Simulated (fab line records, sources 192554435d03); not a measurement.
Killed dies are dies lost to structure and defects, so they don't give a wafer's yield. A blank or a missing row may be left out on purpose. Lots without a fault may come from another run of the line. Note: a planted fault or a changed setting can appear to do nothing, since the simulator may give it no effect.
Split-lot study -- flow n5 finfet -- 21 wafers read from 7 lots, route of 1938 steps

## SPLIT DETAILS
At N5_SD_EPI_N_ETCH_16 (etches SiO2 in CHF3/O2, target depth 5 nm), the setting target depth a was moved away from the recipe's 50 angstrom on 8 of the 21 wafers read, by -6.1% to +10.8%. This setting was run at the recipe's value on the other wafers.

Reading taken at the split's own step.

## THE READING
etch.depth nm (the simulator's own value, which no gauge read), in nm, at N5_SD_EPI_N_ETCH_16 (etches SiO2 in CHF3/O2, target depth 5 nm). There is no usual value for it anywhere in the file. Across the 13 wafers here that went through the recipe, the average is 5.008 nm and the standard deviation 0.098 nm.

wafer,"tool, chamber at the split","target depth a as run, angstrom",against the recipe,"etch.depth nm, nm",against lot-mates on the recipe
L085.1,"rie diel-05, 3",54.18,+8.4%,5.368,+0.455
L085.2,"rie diel-05, 2",50,recipe,4.981,-
L085.3,"rie diel-05, 0",50,recipe,4.845,-
L086.1,"rie diel-01, 1",50,recipe,4.894,-
L086.2,"rie diel-01, 2",46.94,-6.1%,4.724,-0.170
L086.4,"rie diel-01, 0",46.94,-6.1%,4.744,-0.150
L088.3,"rie diel-05, 1",50,recipe,5.118,-
L088.4,"rie diel-05, 2",50,recipe,5.008,-
L088.6,"rie diel-05, 1",52.19,+4.4%,5.32,+0.257
L089.1,"rie diel-02, 3",50,recipe,4.982,-
L089.4,"rie diel-02, 2",53.95,+7.9%,5.455,+0.410
L089.6,"rie diel-02, 1",50,recipe,5.108,-
L090.1,"rie diel-01, 3",50,recipe,5.206,-
L090.4,"rie diel-01, 3",55.4,+10.8%,5.797,+0.591
L090.6,"rie diel-01, 3",55.4,+10.8%,5.798,+0.592
L091.2,"rie diel-02, 1",50,recipe,5.025,-
L091.3,"rie diel-02, 0",52.2,+4.4%,5.289,+0.254
L091.5,"rie diel-02, 1",50,recipe,5.045,-
L096.4,"rie diel-05, 3",50,recipe,4.983,-
L096.5,"rie diel-05, 1",50,recipe,5.04,-
L096.6,"rie diel-05, 0",50,recipe,4.872,-

FIT RESULTS
A straight line over all 21 wafers: etch.depth nm changes by +0.0605 nm for each +1% of target depth a; r = +0.94; the points scatter about the line by 0.1 nm.
The same after taking each lot's own level away (the mean of its wafers on the recipe; 21 wafers): +0.0482 nm for each +1%; r = +0.96; scatter 0.063 nm.
According to that fit, moving target depth a by its largest amount changes the reading by 0.52 nm.
The span of the lots' own levels, 4.8940 to 5.2060 nm, comes to 3.2 times the standard deviation stated above.
So the slope is not independent of the lot-to-lot level: the two fits are not the same.
Check: with one of the wafers moved furthest among these (+10.8%) left out of the fit, the line predicts +0.534 nm for it against its lot-mates. It came out at +0.591 nm against them.

## THE OTHER SPLITS THESE WAFERS WENT THROUGH
Before the reading, these wafers also passed through other splits. Each is held against what the fit with the lots' levels taken away leaves over:
other split on the same wafers,wafers away from the commonest value,r with etch.depth nm (lot level and that fit taken away)
N5_ZERO_LAYER_EXPOSE_08 dose mj,6,-0.10
N5_ZERO_LAYER_DEVELOP_10 develop time s,8,+0.21
N5_FIN_SAQP_ALD_61 temp c,9,+0.16
N5_FIN_SAQP_PECVD_06 time s,5,-0.24
N5_SPACER0_ALD_08 target thk a,13,-0.17
N5_SD_EPI_N_PEB_07 peb time s,8,+0.05

## FILE'S OWN FIT
etch.depth nm changes by +0.0512 nm for each +1% of target depth a, r = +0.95.
